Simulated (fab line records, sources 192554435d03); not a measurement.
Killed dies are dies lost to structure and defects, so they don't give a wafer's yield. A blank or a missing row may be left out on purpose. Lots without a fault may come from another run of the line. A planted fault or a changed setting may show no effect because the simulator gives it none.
Split-lot experiment | flow n5_finfet | 7 lots, 21 wafers read, on a route of 1938 steps

THE SPLIT
At N5_MOL_CONTACT_COAG_CVD_140 (deposits W, target thk 66.5 nm, time 215 s), the setting target_thk_a was moved away from the recipe's 665 angstrom on 7 of the 21 wafers read, by -7.4% to +12.7%. The other wafers ran this setting at the recipe's value.

The reading is taken at the split's own step.

THE READING
W_of_MOL_CONTACT_COAG_CVD_140.thk_nm (the simulator's own value, which no gauge read), in nm, at N5_MOL_CONTACT_COAG_CVD_140 (deposits W, target thk 66.5 nm, time 215 s). The file gives no usual value for it. The 14 wafers here that ran the recipe average 66.8 nm, standard deviation 0.66 nm.

wafer  | tool, chamber at the split | target_thk_a as run, angstrom | against the recipe | W_of_MOL_CONTACT_COAG_CVD_140.thk_nm, nm | against lot-mates on the recipe
L074.1 | cvd_w-02, 0,1,0            | 665                           | recipe             | 66.8                                     | -
L074.2 | cvd_w-02, 0,1,0            | 665                           | recipe             | 66.8                                     | -
L074.3 | cvd_w-02, 0,1,0            | 665                           | recipe             | 66.8                                     | -
L076.1 | cvd_w-01, 0                | 731.9                         | +10.1%             | 73.8                                     | +6.2
L076.2 | cvd_w-01, 1                | 665                           | recipe             | 68                                       | -
L076.4 | cvd_w-01, 0                | 665                           | recipe             | 67.2                                     | -
L078.2 | cvd_w-01, 1                | 665                           | recipe             | 67.8                                     | -
L078.3 | cvd_w-01, 1                | 665                           | recipe             | 66.6                                     | -
L078.6 | cvd_w-01, 1                | 665                           | recipe             | 67                                       | -
L082.1 | cvd_w-01, 1                | 665                           | recipe             | 67.4                                     | -
L082.3 | cvd_w-01, 1                | 709.8                         | +6.7%              | 72.4                                     | +5.0
L082.4 | cvd_w-01, 0                | 709.8                         | +6.7%              | 70.8                                     | +3.4
L084.2 | cvd_w-02, 0                | 615.9                         | -7.4%              | 62.4                                     | -3.6
L084.3 | cvd_w-02, 1                | 615.9                         | -7.4%              | 61.8                                     | -4.2
L084.5 | cvd_w-02, 1                | 665                           | recipe             | 66                                       | -
L087.3 | cvd_w-02, 0                | 665                           | recipe             | 67.2                                     | -
L087.4 | cvd_w-02, 1                | 630.9                         | -5.1%              | 62.4                                     | -4.5
L087.5 | cvd_w-02, 0                | 665                           | recipe             | 66.6                                     | -
L095.2 | cvd_w-01, 1                | 749.2                         | +12.7%             | 75.2                                     | +9.4
L095.4 | cvd_w-01, 0                | 665                           | recipe             | 65.4                                     | -
L095.5 | cvd_w-01, 0                | 665                           | recipe             | 66.2                                     | -
Where a row lists several chambers, the file gives one row for several wafers and doesn't say which wafer went through which chamber.

THE FIT
A straight line over all 21 wafers: W_of_MOL_CONTACT_COAG_CVD_140.thk_nm changes by +0.683 nm for each +1% of target_thk_a; r = +0.98; the points scatter about the line by 0.68 nm.
The same after taking each lot's own level away (the mean of its wafers on the recipe; 21 wafers): +0.652 nm for each +1%; r = +0.98; scatter 0.63 nm.
On that fit, the largest move of target_thk_a shifts the reading by 8.3 nm.
The lots' own levels span 65.80 to 67.60 nm, that is 2.7 times the standard deviation above.
So the lot-to-lot level changes the slope little: the two slopes agree.
Check: with one of the wafers moved furthest among these (+12.7%) left out of the fit, the line predicts +7.73 nm for it against its lot-mates. It came out at +9.4 nm against them.

OTHER SPLITS ON THESE WAFERS
These wafers also went through other splits before the reading. Each is held against what the fit with the lots' levels taken away leaves over:
other split on the same wafers               | wafers away from the commonest value | r with W_of_MOL_CONTACT_COAG_CVD_140.thk_nm (lot level and that fit taken away)
N5_MOL_CONTACT_COAG_EXPOSE_05 dose_mj        | 11                                   | +0.15
N5_MOL_CONTACT_COAG_CONTACT_ETCH_14 source_w | 5                                    | +0.22

THE FILE'S OWN FIT
W_of_MOL_CONTACT_COAG_CVD_140.thk_nm changes by +0.675 nm for each +1% of target_thk_a, r = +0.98.
